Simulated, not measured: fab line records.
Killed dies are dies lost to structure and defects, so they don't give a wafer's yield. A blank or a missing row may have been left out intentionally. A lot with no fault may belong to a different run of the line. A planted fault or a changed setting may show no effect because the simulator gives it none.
Chamber matching ; flow n5-finfet ; rie-diel-04 running N5_BEOL_M8_ETCH_61: 4 sister chambers
The step etches SiARC in CF4, target depth 45.5 nm, time 75.8 s. 8 wafers are shown with their chamber, then 8 later ones without.

== WAFERS, EACH WITH ITS CHAMBER ==
wafer;chamber;throttle-valve-pct (%);showerhead-plenum-p-Torr (Torr)
L082.4;1;15.64;2.18
L083.1;2;16.13;2.04
L083.2;3;15.26;2.09
L083.4;1;15.65;2.18
L095.2;0;15.39;2.10
L095.5;2;16.18;2.03
L095.6;3;15.33;2.08
L087.1;0;15.41;2.09

== WAFERS WITHOUT THEIR CHAMBER ==
wafer;throttle-valve-pct (%);showerhead-plenum-p-Torr (Torr)
L087.2;15.73;2.17
L087.3;15.34;2.07
L093.2;15.75;2.17
L093.3;15.41;2.09
L093.6;15.35;2.07
L097.1;15.36;2.07
L097.3;15.42;2.09
L097.6;15.42;2.09

== CHAMBER TAKEN BY EACH ==
wafer;from the rows above;in truth
L087.2;1;1
L087.3;can't be placed: 3 or 0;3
L093.2;1;1
L093.3;0;0
L093.6;can't be placed: 3 or 0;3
L097.1;can't be placed: 3 or 0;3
L097.3;0;0
L097.6;0;0
Correct placement for 5 of the 8. Unplaceable from these rows: 3, with the true chamber sitting among the candidates in 3. Wrongly placed: 0.
How it was worked out, from the rows above alone: a wafer's distance from a chamber is the root of the sum, over the readings, of the square of ((its reading less the chamber's mean) divided by the reading's scatter). If the next closest chamber is less than 2 further off than the closest, the wafer can't be placed; otherwise it belongs to the closest. A chamber's mean is the mean of its shown wafers. The scatter: take each reading less its chamber's mean, square it, sum over the shown wafers, divide by the number of wafers less the number of chambers, and take the root.
